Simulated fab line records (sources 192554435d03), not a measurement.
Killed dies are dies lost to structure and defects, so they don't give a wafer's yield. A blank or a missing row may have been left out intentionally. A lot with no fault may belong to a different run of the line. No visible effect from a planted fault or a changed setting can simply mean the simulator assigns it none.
Chamber matching ; flow n5 finfet ; N5_BEOL_M0_SAQP_ETCH_83 on rie diel-04: 4 sister chambers
The step etches SiARC in CF4, target depth 39 nm, time 65 s. 16 wafers are shown with their chamber, then 8 later ones without.

EACH WAFER AND ITS CHAMBER
wafer;chamber;drypump motor current A (A);showerhead plenum p Torr (Torr);throttle valve pct (%)
L075.1;3;6.0;2.06;15.58
L075.2;1;5.4;2.10;15.82
L075.5;2;4.8;2.22;15.46
L076.2;0;6.3;2.13;15.51
L076.4;2;4.7;2.22;15.45
L076.5;1;5.4;2.10;15.82
L077.3;2;4.7;2.22;15.45
L077.5;0;6.3;2.13;15.52
L077.6;3;6.1;2.06;15.58
L081.1;1;5.4;2.09;15.84
L081.2;3;6.0;2.06;15.59
L081.3;2;4.8;2.22;15.45
L091.3;3;6.0;2.05;15.60
L091.4;0;6.3;2.13;15.57
L091.6;2;4.7;2.22;15.49
L092.4;1;5.4;2.09;15.85

SIGNATURES, as means of the wafers listed above
reading;chamber 0;chamber 1;chamber 2;chamber 3;scatter within a chamber
drypump motor current A;6.300;5.400;4.740;6.025;0.0403
showerhead plenum p Torr;2.1300;2.0950;2.2200;2.0575;0.00382
throttle valve pct;15.5333;15.8325;15.4600;15.5875;0.0187
Rule: a wafer lies at a distance from a chamber equal to the root of the sum of squares, over the readings, of (its reading less the chamber's mean, divided by the reading's scatter). If the next closest chamber is less than 2 further off than the closest, the wafer can't be placed; otherwise it belongs to the closest. The scatter is the square root of a quotient: the sum, over the shown wafers, of each reading's squared deviation from its chamber's mean, divided by wafers minus chambers.

WAFERS WITH NO CHAMBER GIVEN
wafer;drypump motor current A (A);showerhead plenum p Torr (Torr);throttle valve pct (%)
L092.5;6.0;2.05;15.60
L092.6;4.8;2.21;15.50
L093.1;6.3;2.12;15.57
L093.4;4.8;2.21;15.49
L093.6;4.8;2.21;15.50
L094.1;4.8;2.21;15.51
L094.2;5.3;2.09;15.87
L094.3;6.3;2.12;15.58

EACH ONE'S CHAMBER
wafer;from the rows above;in truth
L092.5;3;3
L092.6;2;2
L093.1;0;0
L093.4;2;2
L093.6;2;2
L094.1;2;2
L094.2;1;1
L094.3;0;0
8 of 8 placed correctly. Left unplaced by these rows: 0. 0 placed wrongly.
